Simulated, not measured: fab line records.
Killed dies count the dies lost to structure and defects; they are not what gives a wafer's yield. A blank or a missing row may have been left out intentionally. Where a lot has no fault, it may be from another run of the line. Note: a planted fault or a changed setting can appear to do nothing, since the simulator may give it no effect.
fab line records || flow n5Finfet
record: {"lots": 4, "wafers": 12, "lastDay": 17}
route steps=1938 shown SDB@359 DUMMY_REMOVAL@377 HKMG_FIN@385 PASSIVATION@1936
lots that met no fault: taken from a fault-free run of the same line
startH: hours from the record's first day to the start of the lot's first wafer shown || waitH: time in hours since the lot's previous step || " identical to the entry in the row above || L1.1+2: a single row standing in for several wafers || - no value, or no start was given || * or withheld: withheld || < > ~ a bound
route shown NAME@n: a module of which the file shows steps, and the number in the route of the first || usual: average and standard deviation across the fault-free wafers || same: alike in all rows || chamber/n: place in a boat || sites: per-site readings || _std_site: the values' standard deviation || _edge_site: mean of outer sites minus mean of inner sites || radiusMm: how far each site lies from the wafer's centre || mask NAME#n: copy n || behind: the last tool/chamber to shape the wafer || hold: cause of the lot's hold/its duration in hours/its outcome || device: transistor that didn't switch, given as n, p or np || end of line: tests run on the same wafers once the route is complete || a step without rows: its recipe alone || killed: not the wafer's yield, but the dies lost to structure and defects at the first sort || map: per-die view of a wafer (x killed, . not killed, _ where there is no die)
set.NAME: the setting the step ran with; set.NAME@STEP: the setting that earlier step ran with || model.NAME: the simulator's own value behind a step, which no gauge read
a table for each step, a row for each wafer; lots at some steps of the route
== steps ==
step: N5_SDB_DESCUM_16
recipe: {"chemistry": "O2", "timeS": 7.9, "sourcePowerW": 50, "biasPowerW": 20, "pressureMtorr": 20, "rfFrequencyHz": 2.712e+07, "tempC": 40, "resist": "CAR-ArF", "o2FlowSccm": 225}
step: N5_SDB_ETCH_17
recipe: {"chemistry": "CF4", "target": "SiARC", "targetDepthA": 234, "maskMaterial": "CAR-ArF", "timeS": 39, "ionEnergyEv": 80, "pressureMtorr": 40, "sourceW": 545, "biasW": 36, "Ar_flow_sccm": 100, "cf4FlowSccm": 100, "ends": "cleared"}
step: N5_SDB_ETCH_18
recipe: {"chemistry": "N2/H2", "target": "SOC", "targetDepthA": 1000, "overetchA": 200, "maskMaterial": "SiARC", "tempC": 40, "timeS": 150, "ionEnergyEv": 200, "pressureMtorr": 30, "sourceW": 840, "biasW": 150, "n2FlowSccm": 200, "h2FlowSccm": 200}
step: N5_SDB_STRIP_19
recipe: {"chemistry": "N2/H2", "tempC": 40, "n2FlowSccm": 200, "h2FlowSccm": 200, "rfFrequencyHz": 6e+07}
step: N5_SDB_STRIP_21
recipe: {"chemistry": "CF4", "resist": "SiARC", "powerW": 300, "biasPowerW": 75, "pressureMtorr": 50, "cf4FlowSccm": 150, "rfFrequencyHz": 6e+07}
step: N5_SDB_HM_OPEN_20
recipe: {"chemistry": "CH3F/O2", "target": "SiNx", "maskMaterial": "SOC", "targetDepthA": 240, "stopOn": "poly-Si", "overEtchFrac": 0.4, "ionEnergyEv": 120, "pressureMtorr": 30, "sourceW": 395, "biasW": 73, "Ar_flow_sccm": 150, "CH3F_flow_sccm": 30, "O2_flow_sccm": 20}
step: N5_SDB_STRIP_22
recipe: {"chemistry": "N2/H2", "powerW": 1000, "tempC": 250, "h2Frac": 0.65, "overashFraction": 0.3, "pressureMtorr": "withheld", "n2FlowSccm": 1750, "h2FlowSccm": 3250}
step: N5_SDB_PRECLEAN_23
recipe: {"chemistry": "dHF", "timeS": 30, "tempC": 25, "dilution": "withheld"}
step: N5_SDB_DUMMY_REMOVE_24
recipe: {"chemistry": "TMAH", "tempC": 70, "target": "poly-Si", "stopOn": "SiO2", "targetDepthNm": 142, "concWtPct": 5, "timeS": 57, "dry": "ipaMarangoni", "rinseTimeS": 30, "rinseTempC": 23}
step: N5_SDB_ETCH_25
recipe: {"chemistry": "C4F6/O2", "target": "SiO2", "targetDepthA": 100, "timeS": 3.3, "ionEnergyEv": 250, "maskMaterial": "SiNx", "pressureMtorr": 30, "sourceW": 345, "biasW": 185, "Ar_flow_sccm": 300, "C4F6_flow_sccm": 10, "O2_flow_sccm": 10}
step: N5_SDB_CUT_ETCH_26
recipe: {"chemistry": "HBr/Cl2/O2", "target": "Si", "targetDepthA": 1296, "btTimeS": 20, "maskMaterial": "SiNx", "timeS": 51.8, "ionEnergyEv": "*", "biasW": "*", "pressureMtorr": 10, "icpW": 800, "HBr_flow_sccm": 150, "Cl2_flow_sccm": 80, "O2_flow_sccm": 12}
usual: {"drypumpMotorCurrentA": "5.6/0.45", "oesProductAu": "0.999/0.0096", "throttleValvePct": "37.2/0.31"}
{"lot.wafer": "L410.1", "tool": "rieSi-01", "chamber": 0, "startH": 84.36, "waitH": 0.1, "drypumpMotorCurrentA": 6.0, "oesProductAu": 1.008, "rfHoursCounterH": 82, "throttleValvePct": 36.9}
{"lot.wafer": "L410.2", "tool": "rieSi-01", "chamber": 2, "startH": 84.36, "waitH": 0.1, "drypumpMotorCurrentA": 5.0, "oesProductAu": 0.992, "rfHoursCounterH": 49, "throttleValvePct": 37.2}
{"lot.wafer": "L410.5", "tool": "rieSi-01", "chamber": 2, "startH": 84.36, "waitH": 0.1, "drypumpMotorCurrentA": 5.0, "oesProductAu": 0.980, "rfHoursCounterH": "-", "throttleValvePct": 37.2}
{"lot.wafer": "L411.1", "tool": "rieSi-01", "chamber": 2, "startH": 93.95, "waitH": 0.1, "drypumpMotorCurrentA": 5.0, "oesProductAu": 0.988, "rfHoursCounterH": 49, "throttleValvePct": 37.2}
{"lot.wafer": "L411.4", "tool": "rieSi-01", "chamber": 1, "startH": 93.95, "waitH": 0.1, "drypumpMotorCurrentA": 5.7, "oesProductAu": 1.011, "rfHoursCounterH": 123, "throttleValvePct": 37.3}
{"lot.wafer": "L411.5", "tool": "rieSi-01", "chamber": 3, "startH": 93.95, "waitH": 0.1, "drypumpMotorCurrentA": 5.9, "oesProductAu": 0.986, "rfHoursCounterH": "-", "throttleValvePct": 37.8}
{"lot.wafer": "L420.2", "tool": "rieSi-06", "chamber": 1, "startH": 147.05, "waitH": 0.1, "drypumpMotorCurrentA": 6.0, "oesProductAu": 1.002, "rfHoursCounterH": 128, "throttleValvePct": 37.0}
{"lot.wafer": "L420.4", "tool": "rieSi-06", "chamber": 3, "startH": 147.05, "waitH": 0.1, "drypumpMotorCurrentA": 5.0, "oesProductAu": 0.987, "rfHoursCounterH": 8, "throttleValvePct": 37.2}
{"lot.wafer": "L420.6", "tool": "rieSi-06", "chamber": 0, "startH": 147.05, "waitH": 0.1, "drypumpMotorCurrentA": 6.6, "oesProductAu": 1.008, "rfHoursCounterH": "-", "throttleValvePct": 37.1}
{"lot.wafer": "L429.1", "tool": "rieSi-01", "chamber": 0, "startH": 199.05, "waitH": 0.1, "drypumpMotorCurrentA": 6.0, "oesProductAu": 1.005, "rfHoursCounterH": 84, "throttleValvePct": 36.9}
{"lot.wafer": "L429.2", "tool": "rieSi-01", "chamber": 2, "startH": 199.05, "waitH": 0.1, "drypumpMotorCurrentA": 5.0, "oesProductAu": 0.987, "rfHoursCounterH": 51, "throttleValvePct": 37.1}
{"lot.wafer": "L429.4", "tool": "rieSi-01", "chamber": 1, "startH": 199.05, "waitH": 0.1, "drypumpMotorCurrentA": 5.7, "oesProductAu": 0.993, "rfHoursCounterH": 126, "throttleValvePct": 37.2}
step: N5_SDB_PRECLEAN_38
recipe: {"chemistry": "dHF", "timeS": 10, "dilution": "750:1", "tempC": 25}
step: N5_SDB_PRECLEAN_39
recipe: {"chemistry": "O3/DIW", "timeS": 45, "tempC": 22, "o3Ppm": 10}
step: N5_SDB_SRD_28
recipe: {"dry": "ipaMarangoni", "timeS": 30, "tempC": 23, "rinseLiquid": "diw"}
step: N5_SDB_ALD_29
recipe: {"material": "SiNx", "targetThkA": 300, "tempC": 400, "aldPrecursorFamily": "SiH2I2", "aldCoReactant": "N2/H2-plasma", "pulseTimeS": 1, "aldCycles": 600, "purgeTimeS": 2, "coReactantPurgeTimeS": 2, "pressureTorr": 2}
step: N5_SDB_CMP_30
recipe: {"stopOn": "poly-Si", "tOverpolishS": 1.54, "postCmpClean": "alkalineBrush", "downForcePsi": 4.1491, "platenRpm": 51.796, "padVelocityMS": 1.0306, "targetThkNm": 30}
step: N5_DUMMY_REMOVAL_HM_STRIP_01
recipe: {"chemistry": "CH3F/O2", "material": "SiNx", "targetDepthA": 40, "stopOn": "poly-Si", "timeS": 6.8, "overEtchFrac": 0.3, "ionEnergyEv": 60, "powerW": 410, "biasW": 29, "Ar_flow_sccm": 150, "CH3F_flow_sccm": 30, "O2_flow_sccm": 20}
step: N5_DUMMY_REMOVAL_STRIP_10
recipe: {"chemistry": "N2/H2", "timeS": 40, "powerW": 100, "tempC": 40, "pressureMtorr": 100, "rfFrequencyHz": 6e+07, "biasPowerW": 3, "n2FlowSccm": 300, "h2FlowSccm": 300}
step: N5_DUMMY_REMOVAL_PRECLEAN_07
recipe: {"chemistry": "dHF", "timeS": 30, "tempC": 25, "dilution": "withheld"}
step: N5_DUMMY_REMOVAL_DUMMY_REMOVE_02
recipe: {"chemistry": "TMAH", "tempC": 70, "target": "poly-Si", "stopOn": "SiO2", "targetDepthNm": 142, "concWtPct": 5, "timeS": 57, "dry": "ipaMarangoni", "rinseTimeS": 30, "rinseTempC": 23}
step: N5_DUMMY_REMOVAL_PRECLEAN_08
recipe: {"chemistry": "NF3:NH3", "afsCycles": 2, "tempC": 30, "timeS": 20, "sublimationTempC": 180, "sublimationTimeS": 60, "pressureTorr": 3, "rfPowerW": 30}
step: N5_DUMMY_REMOVAL_PRECLEAN_04
recipe: {"chemistry": "DHF", "timeS": 37, "tempC": 25, "dilution": "500:1"}
step: N5_DUMMY_REMOVAL_SRD_05
recipe: {"dry": "ipaMarangoni", "doPpb": 5, "timeS": 30, "tempC": 23, "rinseLiquid": "diw"}
step: N5_HKMG_FIN_IL_REGROW_00
recipe: {"material": "SiO2", "targetThkA": 7.5, "chemistry": "O3", "tempC": "withheld", "timeS": 30}
step: N5_HKMG_FIN_HK_ALD_01
recipe: {"material": "HfO2", "targetThkA": 16, "tempC": "withheld", "aldPrecursorFamily": "HfCl4", "aldCoReactant": "H2O", "pulseTimeS": 3, "purgeTimeS": 3, "coReactantPurgeTimeS": 2.5, "coReactantPulseTimeS": 0.3, "aldCycles": 30}
step: N5_HKMG_FIN_HK_ANNEAL_02
recipe: {"tempC": 700, "timeS": 30, "ambient": "N2", "idleTempC": 600, "rampUpCPerS": 150, "rampDownCPerS": 60, "coolToC": 600}
step: N5_HKMG_FIN_ALD_74
recipe: {"material": "La2O3", "targetThkA": 5, "tempC": 250, "aldPrecursorFamily": "La-Cp", "aldCoReactant": "O3", "pulseTimeS": 6, "coReactantPulseTimeS": 1, "purgeTimeS": 3, "coReactantPurgeTimeS": 3}
step: N5_HKMG_FIN_ALD_75
recipe: {"material": "Al2O3", "targetThkA": 10, "tempC": 150, "aldPrecursorFamily": "TMA", "aldCoReactant": "H2O", "pulseTimeS": "withheld", "coReactantPulseTimeS": 1}
step: N5_HKMG_FIN_COAT_41
recipe: {"resist": "SOC", "tempC": 250, "timeS": 60, "spinRpm": 1500, "resistThkNm": 300}
step: N5_HKMG_FIN_COAT_42
recipe: {"resist": "SiARC", "tempC": 220, "timeS": 60, "spinRpm": 1500, "resistThkNm": 35}
step: N5_HKMG_FIN_COAT_43
recipe: {"resist": "CAR-ArF", "spinRpm": 1500, "resistThkNm": 90}
step: N5_HKMG_FIN_EBR_45
recipe: {"solvent": "PGMEA", "ebrWidthMm": 1.5}
step: N5_HKMG_FIN_SOFTBAKE_44
recipe: {"tempC": 110, "timeS": 60, "resist": "CAR-ArF"}
step: N5_HKMG_FIN_EXPOSE_46
recipe: {"maskId": "NDIPOLE", "na": 1.35, "sourceShape": "conventional", "sigmaOuter": 0.8, "polarization": "unpolarized", "doseMj": 40}
step: N5_HKMG_FIN_PEB_47
recipe: {"pebTempC": "withheld", "pebTimeS": 60, "resist": "CAR-ArF"}
step: N5_HKMG_FIN_DEVELOP_48
recipe: {"developTimeS": 30, "developer": "TMAH", "resist": "CAR-ArF", "rinseLiquid": "diw", "dry": "airSpin", "devTempC": 23}
step: N5_PASSIVATION_PROBE_49
usual: {"defectLimitedYield": "91.7/1.4", "killed_at_M0_to_M3": "31/11", "killed_at_M4_up": "13/4.6", "killedAtContacts": "13/6.7", "killedAtFrontEnd": "39/9.6", "killedAtOther": "3.5/2.8", "killedDies": "98/16", "killedOnRim": "13/4.2", "killedOpen": "64/11", "killedShort": "33/8.5", "sort_bin_5_function": "4.9/0.96", "sort_bin_6_memory": "3.1/0.59", "sortNPass": "1080/23", "sortYieldPct": "91.5/1.9"}
same: {"grossDies": 1180, "killedAtBackSide": 0, "sort_bin_4_leakage[%]": 0, "sort_bin_8_speed[%]": 0}
{"lot.wafer": "L410.1", "tool": "prober-01", "chamber": "-", "startH": 310.50, "waitH": 0.0, "defectLimitedYield[%]": 81.6, "killed_at_M0_to_M3": 27, "killed_at_M4_up": 14, "killedAtContacts": 17, "killedAtFrontEnd": 158, "killedAtOther": 1, "killedDies": 217, "killedOnRim": 23, "killedOpen": 73, "killedShort": 27, "sort_bin_5_function[%]": 11.6, "sort_bin_6_memory[%]": 4.2, "sortNPass": 963, "sortYieldPct[%]": 81.6}
{"lot.wafer": "L410.2", "tool": "prober-01", "chamber": "-", "startH": 310.55, "waitH": 0.1, "defectLimitedYield[%]": 85.2, "killed_at_M0_to_M3": 23, "killed_at_M4_up": 6, "killedAtContacts": 10, "killedAtFrontEnd": 133, "killedAtOther": 3, "killedDies": 175, "killedOnRim": 26, "killedOpen": 48, "killedShort": 33, "sort_bin_5_function[%]": 9.4, "sort_bin_6_memory[%]": 3.2, "sortNPass": 1005, "sortYieldPct[%]": 85.2}
{"lot.wafer": "L410.5", "tool": "prober-01", "chamber": "-", "startH": 310.70, "waitH": 0.2, "defectLimitedYield[%]": 83.6, "killed_at_M0_to_M3": 25, "killed_at_M4_up": 13, "killedAtContacts": 17, "killedAtFrontEnd": 138, "killedAtOther": 0, "killedDies": 193, "killedOnRim": 28, "killedOpen": 66, "killedShort": 36, "sort_bin_5_function[%]": 10.7, "sort_bin_6_memory[%]": 3.5, "sortNPass": 987, "sortYieldPct[%]": 83.6}
{"lot.wafer": "L411.1", "tool": "prober-01", "chamber": "-", "startH": 319.15, "waitH": 0.0, "defectLimitedYield[%]": 84.3, "killed_at_M0_to_M3": 33, "killed_at_M4_up": 10, "killedAtContacts": 9, "killedAtFrontEnd": 126, "killedAtOther": 7, "killedDies": 185, "killedOnRim": 27, "killedOpen": 66, "killedShort": 34, "sort_bin_5_function[%]": 9.7, "sort_bin_6_memory[%]": 3.1, "sortNPass": 995, "sortYieldPct[%]": 84.3}
{"lot.wafer": "L411.4", "tool": "prober-01", "chamber": "-", "startH": 319.30, "waitH": 0.2, "defectLimitedYield[%]": 81.9, "killed_at_M0_to_M3": 29, "killed_at_M4_up": 7, "killedAtContacts": 14, "killedAtFrontEnd": 158, "killedAtOther": 5, "killedDies": 213, "killedOnRim": 24, "killedOpen": 63, "killedShort": 33, "sort_bin_5_function[%]": 11.2, "sort_bin_6_memory[%]": 5.0, "sortNPass": 967, "sortYieldPct[%]": 81.9}
{"lot.wafer": "L411.5", "tool": "prober-01", "chamber": "-", "startH": 319.35, "waitH": 0.2, "defectLimitedYield[%]": 87.8, "killed_at_M0_to_M3": 20, "killed_at_M4_up": 7, "killedAtContacts": 11, "killedAtFrontEnd": 98, "killedAtOther": 8, "killedDies": 144, "killedOnRim": 28, "killedOpen": 55, "killedShort": 21, "sort_bin_5_function[%]": 7.6, "sort_bin_6_memory[%]": 3.4, "sortNPass": 1036, "sortYieldPct[%]": 87.8}
{"lot.wafer": "L420.2", "tool": "prober-01", "chamber": "-", "startH": 351.84, "waitH": 0.1, "defectLimitedYield[%]": 90.0, "killed_at_M0_to_M3": 39, "killed_at_M4_up": 13, "killedAtContacts": 15, "killedAtFrontEnd": 48, "killedAtOther": 3, "killedDies": 118, "killedOnRim": 17, "killedOpen": 73, "killedShort": 45, "sort_bin_5_function[%]": 6.0, "sort_bin_6_memory[%]": 3.9, "sortNPass": 1062, "sortYieldPct[%]": 90.0}
{"lot.wafer": "L420.4", "tool": "prober-01", "chamber": "-", "startH": 351.94, "waitH": 0.2, "defectLimitedYield[%]": 90.3, "killed_at_M0_to_M3": 40, "killed_at_M4_up": 9, "killedAtContacts": 15, "killedAtFrontEnd": 46, "killedAtOther": 5, "killedDies": 115, "killedOnRim": 20, "killedOpen": 83, "killedShort": 31, "sort_bin_5_function[%]": 6.6, "sort_bin_6_memory[%]": 2.7, "sortNPass": 1065, "sortYieldPct[%]": 90.3}
{"lot.wafer": "L420.6", "tool": "prober-01", "chamber": "-", "startH": 352.04, "waitH": 0.3, "defectLimitedYield[%]": 90.2, "killed_at_M0_to_M3": 35, "killed_at_M4_up": 7, "killedAtContacts": 17, "killedAtFrontEnd": 52, "killedAtOther": 5, "killedDies": 116, "killedOnRim": 8, "killedOpen": 74, "killedShort": 42, "sort_bin_5_function[%]": 6.1, "sort_bin_6_memory[%]": 3.4, "sortNPass": 1064, "sortYieldPct[%]": 90.2}
{"lot.wafer": "L429.1", "tool": "prober-01", "chamber": "-", "startH": 410.81, "waitH": 0.0, "defectLimitedYield[%]": 93.1, "killed_at_M0_to_M3": 29, "killed_at_M4_up": 11, "killedAtContacts": 13, "killedAtFrontEnd": 28, "killedAtOther": 1, "killedDies": 82, "killedOnRim": 9, "killedOpen": 54, "killedShort": 27, "sort_bin_5_function[%]": 4.3, "sort_bin_6_memory[%]": 2.4, "sortNPass": 1098, "sortYieldPct[%]": 93.1}
{"lot.wafer": "L429.2", "tool": "prober-01", "chamber": "-", "startH": 410.86, "waitH": 0.1, "defectLimitedYield[%]": 91.5, "killed_at_M0_to_M3": 26, "killed_at_M4_up": 17, "killedAtContacts": 14, "killedAtFrontEnd": 43, "killedAtOther": 0, "killedDies": 100, "killedOnRim": 11, "killedOpen": 60, "killedShort": 38, "sort_bin_5_function[%]": 4.8, "sort_bin_6_memory[%]": 3.1, "sortNPass": 1080, "sortYieldPct[%]": 91.5}
{"lot.wafer": "L429.4", "tool": "prober-01", "chamber": "-", "startH": 410.96, "waitH": 0.2, "defectLimitedYield[%]": 92.4, "killed_at_M0_to_M3": 19, "killed_at_M4_up": 10, "killedAtContacts": 11, "killedAtFrontEnd": 46, "killedAtOther": 4, "killedDies": 90, "killedOnRim": 18, "killedOpen": 64, "killedShort": 24, "sort_bin_5_function[%]": 4.0, "sort_bin_6_memory[%]": 3.6, "sortNPass": 1090, "sortYieldPct[%]": 92.4}
killed by level:class
L410.1 SDB:unspecified=117 FIN_SAQP:geometricParticle:open=14 MOL_CONTACT_COAG:geometricParticle:open=13 FIN_SAQP:geometricParticle:short=11 BEOL_M4:geometricParticle:open=9 STI_FIN_REVEAL:geometricParticle:open=7 BEOL_M1:geometricParticle:open=6 BEOL_M0_SAQP:geometricParticle:open=5
L410.2 SDB:unspecified=94 FIN_SAQP:geometricParticle:short=11 BEOL_M3:geometricParticle:open=9 STI_FIN_REVEAL:geometricParticle:open=8 MOL_CONTACT_COAG:geometricParticle:short=6 BEOL_M2:geometricParticle:open=6 BEOL_M0_SAQP:geometricParticle:open=4 MOL_CONTACT_COAG:geometricParticle:open=4
L410.5 SDB:unspecified=91 STI_FIN_REVEAL:geometricParticle:open=15 MOL_CONTACT_COAG:geometricParticle:open=14 FIN_SAQP:geometricParticle:short=9 BEOL_M0_SAQP:geometricParticle:open=8 BEOL_M0_SAQP:geometricParticle:short=8 BEOL_M4:geometricParticle:open=7 GATE_CUT:geometricParticle:short=6
L411.1 SDB:unspecified=85 BEOL_M1:geometricParticle:open=10 GATE_CUT:geometricParticle:short=9 BEOL_M0:geometricParticle:open=9 FIN_SAQP:geometricParticle:short=7 MOL_CONTACT_COAG:geometricParticle:open=7 STI_FIN_REVEAL:geometricParticle:open=5 STARTING-WAFER:geometricParticle:open=5
L411.4 SDB:unspecified=117 MOL_CONTACT_COAG:geometricParticle:open=13 STI_FIN_REVEAL:geometricParticle:open=7 GATE_CUT:geometricParticle:short=7 DUMMY_GATE:geometricParticle:open=6 BEOL_M3:geometricParticle:open=6 BEOL_M0:geometricParticle:open=5 BEOL_M1:geometricParticle:short=5
L411.5 SDB:unspecified=68 MOL_CONTACT_COAG:geometricParticle:open=9 BEOL_M0:geometricParticle:open=5 STI_FIN_REVEAL:geometricParticle:open=5 BEOL_M3:geometricParticle:short=5 FIN_SAQP:geometricParticle:open=4 DUMMY_GATE:geometricParticle:open=4 GATE_CUT:geometricParticle:open=4
L420.2 BEOL_M0_SAQP:geometricParticle:short=11 MOL_CONTACT_COAG:geometricParticle:open=11 BEOL_M3:geometricParticle:open=8 DUMMY_GATE:geometricParticle:open=7 BEOL_M1:geometricParticle:open=7 FIN_SAQP:geometricParticle:open=6 BEOL_M0_SAQP:geometricParticle:open=6 FIN_SAQP:geometricParticle:short=5
L420.4 BEOL_M3:geometricParticle:open=13 MOL_CONTACT_COAG:geometricParticle:open=12 STI_FIN_REVEAL:geometricParticle:open=10 BEOL_M0_SAQP:geometricParticle:open=9 BEOL_M2:geometricParticle:open=9 FIN_SAQP:geometricParticle:short=6 BEOL_M0_SAQP:geometricParticle:short=6 FIN_SAQP:geometricParticle:open=5
L420.6 BEOL_M3:geometricParticle:open=13 STI_FIN_REVEAL:geometricParticle:open=12 MOL_CONTACT_COAG:geometricParticle:open=12 DUMMY_GATE:geometricParticle:open=9 BEOL_M0_SAQP:geometricParticle:short=8 GATE_CUT:geometricParticle:short=8 BEOL_M0_SAQP:geometricParticle:open=6 MOL_CONTACT_COAG:geometricParticle:short=5
L429.1 BEOL_M0_SAQP:geometricParticle:open=11 MOL_CONTACT_COAG:geometricParticle:open=9 BEOL_M0_SAQP:geometricParticle:short=8 FIN_SAQP:geometricParticle:open=7 BEOL_M4:geometricParticle:open=6 MOL_CONTACT_COAG:geometricParticle:short=4 BEOL_M2:geometricParticle:open=4 FIN_SAQP:geometricParticle:short=3
L429.2 MOL_CONTACT_COAG:geometricParticle:open=11 FIN_SAQP:geometricParticle:short=10 BEOL_M1:geometricParticle:open=8 STI_FIN_REVEAL:geometricParticle:open=7 BEOL_M4:geometricParticle:open=6 GATE_CUT:geometricParticle:open=5 BEOL_M0_SAQP:geometricParticle:short=5 BEOL_M5:geometricParticle:open=4
L429.4 FIN_SAQP:geometricParticle:open=15 STI_FIN_REVEAL:geometricParticle:open=10 MOL_CONTACT_COAG:geometricParticle:open=10 FIN_SAQP:geometricParticle:short=6 BEOL_M1:geometricParticle:open=6 BEOL_M0_SAQP:geometricParticle:short=4 BEOL_M3:geometricParticle:open=4 GATE_CUT:geometricParticle:short=3
map L410.1 (x killed, . not)
_________________........x...________________
______________.......x.........._____________
___________..xx......x...x...x.....__________
__________.........x..............x._________
________.....................x........_______
_______................................______
______....x...x.....................x..._____
_____.....x.x...................x.....x..____
____xx.x........x...x...............x.....___
___.......x.......x......x.........x....xx.__
___...................x.....x..x.....xxxx..__
__...........x...x......x.....x...xxxxxxxx.x_
__.....................x....xx...xxxxxxxxxxx_
_............x................x..xxxxxxxxxxxx
_.................x............xxxxxxxxxxxxxx
_x.........x...x.x...x.....xx.x.xxxxxxxxxxxxx
_................................xxxxxxxxxxxx
_...x...........x.....x..........x.xxxxxxxx.x
_....xx..........x..............x..xx.xxxxxx.
_xx.......x...x............x......xxxxxxxxx..
_....x......x....................x.xxxxx.xx.x
__.xx..x.................xx........x.x.x...._
__...........x........................x.x..._
___...x..x...x........................x....__
___..x........x..x.........x.x.............__
____.............x....................x...___
_____...........................x........____
______..x...........x............x......_____
_______......x...........x......x.x....______
________.....x....x..x........x......._______
__________.x........x.........x....._________
___________....x...............x...__________
______________..x..............x_____________
_________________..x.........________________
map L411.4 (x killed, . not)
_________________............________________
______________....x....x......xx_____________
___________.x...x.......x..........__________
__________...x......................_________
________.....x...........x............_______
_______x...............................______
______....x............................._____
_____........................x......x....____
____x....x......x.x..........x........x...___
___...............x..........x........x....__
___.......x..x...........x...xx.......x....__
__.....x................x....x.............._
__..........x.x.....xx.x.............xx....._
_..................................x.........
_x........................x....x.............
_.................................x..........
_.........x...x...............xx.............
_.......x.x........x.............x...........
_....x................................x......
_.................x.......................x.x
_...x........x...xx............x.x...x.x...x.
__.x..x.x........x.........x.xx.x.xx........_
__...............x.x......xx.xxxxxxxx......._
___.............x..........xxxxxxxxxxxx.x..__
___.......x...x...x......xx.xxxxxxxxxx.....__
____..x....x.........x..xxxxxxxxxxxxxx....___
_____....................xx.xxxxxxxxxxx..____
______.x.x...............xxxxxxxxxxxxxxx_____
_______..........xx....x.xxxxxxxxxxx.xx______
________.........x.......x.x.xxxxxxxxx_______
__________...x.....x....x...x.xxxxx._________
___________.x.x.x.x.......x...xx.x.__________
______________........x......x.x_____________
_________________.....x......________________
== key ==
firstSign: {"step": "N5_PASSIVATION_PROBE_49", "reading": "killedAtFrontEnd", "direction": "up", "sigmas": 10, "usual": 39, "struck": 135}
effect: {"step": "N5_PASSIVATION_PROBE_49", "reading": "killedDies", "direction": "up", "sigmas": 5.6, "usual": 98, "struck": 188}
moreKillsBornAt: {"N5_SDB_CUT_ETCH_26@rieSi-01": 572}
metAt N5_SDB_CUT_ETCH_26
struckWafers L410.1,L410.2,L410.5,L411.1,L411.4,L411.5
fault: {"kind": "chamberParticleSource", "tool": "rieSi-01", "chamber": "-", "onsetH": 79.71, "steps": "N5_SDB_CUT_ETCH_26", "ratePerVisitCm2": 0.80639, "endH": 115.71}
